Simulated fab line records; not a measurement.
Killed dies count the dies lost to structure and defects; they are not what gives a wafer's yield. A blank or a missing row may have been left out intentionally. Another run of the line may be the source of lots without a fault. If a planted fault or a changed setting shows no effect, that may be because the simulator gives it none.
Which tool was responsible? ; flow n5_finfet ; 27 wafers from 9 lots sampled at 4 of the route's 1938 steps

WHAT EACH GAUGE READ, for each wafer
N5_BEOL_M4_RC_MEAS_101.
lot;measured;on;ION_N (uA/um)
L796;day 7 22:57;prober-02;676 657 660
L797;day 8 08:36;prober-01;671 640 667
L802;day 9 12:15;prober-02;675 683 668
L803;day 9 11:01;prober-02;684 657 678
L810;day 11 21:35;prober-01;674 669 468
L811;day 11 16:10;prober-01;691 458 684
L816;day 13 07:49;prober-01;682 676 688
L817;day 13 22:16;prober-02;667 662 672
L818;day 13 22:01;prober-01;677 696 674

TOOL THAT RAN EACH LOT (tool first, then ch and the chambers of the sampled wafers, then the start)
lot;N5_HKMG_FIN_ETCH_58;N5_HKMG_FIN_ETCH_35;N5_HKMG_FIN_STRIP_90
L796;rie_diel-04 ch 0,2,3, day 4 01:46;rie_diel-06 ch 0,1,3, day 4 05:07;rie_diel-05 ch 0,1,2, day 4 07:16
L797;rie_diel-05 ch 0,1,3, day 4 08:30;rie_diel-05 ch 0,1,3, day 4 11:55;rie_diel-06 ch 2,3, day 4 14:07
L802;rie_diel-04 ch 2,3, day 5 16:26;rie_diel-05 ch 2,3, day 5 19:51;rie_diel-05 ch 0,1,3, day 5 22:00
L803;rie_diel-05 ch 1,2,3, day 5 18:05;rie_diel-05 ch 1,2, day 5 21:26;rie_diel-04 ch 1,2, day 5 23:37
L810;rie_diel-04 ch 0,2,3, day 7 14:04;rie_diel-05 ch 0,1, day 7 17:19;rie_diel-05 ch 0,1,3, day 7 19:28
L811;rie_diel-04 ch 1,2,3, day 7 20:06;rie_diel-05 ch 0,2,3, day 7 23:28;rie_diel-04 ch 1,3, day 8 01:47
L816;rie_diel-04 ch 1,2, day 9 00:39;rie_diel-04 ch 1,2, day 9 04:41;rie_diel-05 ch 0,2,3, day 9 07:02
L817;rie_diel-04 ch 1,2,3, day 9 05:38;rie_diel-06 ch 0,1,2, day 9 09:07;rie_diel-04 ch 1,2,3, day 9 11:28
L818;rie_diel-04 ch 0,2, day 9 15:33;rie_diel-06 ch 1,2,3, day 9 18:55;rie_diel-04 ch 0,1,3, day 9 21:08
- N5_HKMG_FIN_ETCH_58: etches SOC in N2/H2, target depth 215.8 nm, time 741 s.
- N5_HKMG_FIN_ETCH_35: etches SOC in N2/H2, target depth 215.8 nm, time 243.4 s.
- N5_HKMG_FIN_STRIP_90: strips SOC in N2/H2, time 20 s.

THE ANSWER, worked out from the rows above alone
Rule: usual is defined by the lots themselves. The widest of any qualifying gaps counts: lots, ordered by their means at a reading, are off when they make up no more than a third of the lots, leave a main group of 4 or more, and stand apart from it by 3 or more times the standard deviation of that group's means. Not used: any main group whose means are identical at the precision the tables above print for the reading. Also off: a lot with no number at a reading for which 4 or more lots have one. All remaining lots with rows at the step are treated as sound.
Off: L810, L811, at N5_BEOL_M4_RC_MEAS_101 (ION_N). The main group: mean 672 uA/um, standard deviation 8.1.
A tool fits if, at a process step before that reading, it ran every lot that is off, and no sound lot after the first of them. Gauges at N5_BEOL_M4_RC_MEAS_101: tried the same way as those tools. One candidate fits, namely rie_diel-05 at N5_HKMG_FIN_ETCH_35. A fault onset in the window from L803 (day 5 21:26, its last sound lot) to L810 (day 7 17:19, its first lot off) fits.

WHAT WAS PUT IN BY THE SIMULATOR
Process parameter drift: rie_diel-05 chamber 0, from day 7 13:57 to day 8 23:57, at N5_HKMG_FIN_ETCH_35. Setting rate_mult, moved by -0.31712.
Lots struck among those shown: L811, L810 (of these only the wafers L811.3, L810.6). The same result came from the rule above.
